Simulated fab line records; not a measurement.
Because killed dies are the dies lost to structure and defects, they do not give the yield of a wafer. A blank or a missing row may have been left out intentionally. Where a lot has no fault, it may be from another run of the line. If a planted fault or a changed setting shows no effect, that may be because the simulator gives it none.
Matching of chambers | flow nandHarc | rieDiel-03 running NHARC_A_BONDPAD_ETCH_34: 4 sister chambers
The step etches the open film in N2/H2, target depth 60 nm, overetch 18 nm, time 65.91 s. 8 wafers are shown with their chamber, then 12 later ones without.

WAFERS, EACH WITH ITS CHAMBER
wafer  | chamber | drypumpMotorCurrentA (A) | rfVppV (V)
L684.6 | 1       | 5.0                      | 432.4
L686.4 | 0       | 5.7                      | 428.4
L685.4 | 2       | 6.2                      | 430.4
L685.5 | 2       | 6.1                      | 429.4
L685.6 | 3       | 5.9                      | 433.5
L687.2 | 3       | 5.9                      | 434.4
L687.4 | 0       | 5.7                      | 428.6
L687.6 | 1       | 5.1                      | 431.4

WAFERS WHOSE CHAMBER IS MISSING
wafer  | drypumpMotorCurrentA (A) | rfVppV (V)
L689.1 | 5.9                      | 433.0
L689.5 | 6.1                      | 427.6
L689.6 | 5.0                      | 431.3
L691.4 | 6.2                      | 428.3
L691.5 | 5.9                      | 433.8
L691.6 | 6.1                      | 428.6
L693.1 | 5.9                      | 433.7
L693.3 | 5.7                      | 427.1
L693.4 | 5.0                      | 431.3
L694.1 | 6.1                      | 427.7
L694.2 | 5.7                      | 426.8
L694.5 | 6.1                      | 428.9

WHICH CHAMBER EACH ONE RAN IN
wafer  | from the rows above | in truth
L689.1 | 3                   | 3
L689.5 | 2                   | 2
L689.6 | 1                   | 1
L691.4 | 2                   | 2
L691.5 | 3                   | 3
L691.6 | 2                   | 2
L693.1 | 3                   | 3
L693.3 | 0                   | 0
L693.4 | 1                   | 1
L694.1 | 2                   | 2
L694.2 | 0                   | 0
L694.5 | 2                   | 2
Correct placement for 12 of the 12. Left unplaced by these rows: 0. 0 placed wrongly.
How it was worked out, from the rows above alone: a wafer's distance from a chamber is the root of the sum, over the readings, of the square of ((its reading less the chamber's mean) divided by the reading's scatter). The wafer belongs to the nearest chamber; if the next one is less than 2 further off, it can't be placed. A chamber's mean is the mean of its shown wafers. The scatter is the square root of a quotient: the sum, over the shown wafers, of each reading's squared deviation from its chamber's mean, divided by wafers minus chambers.
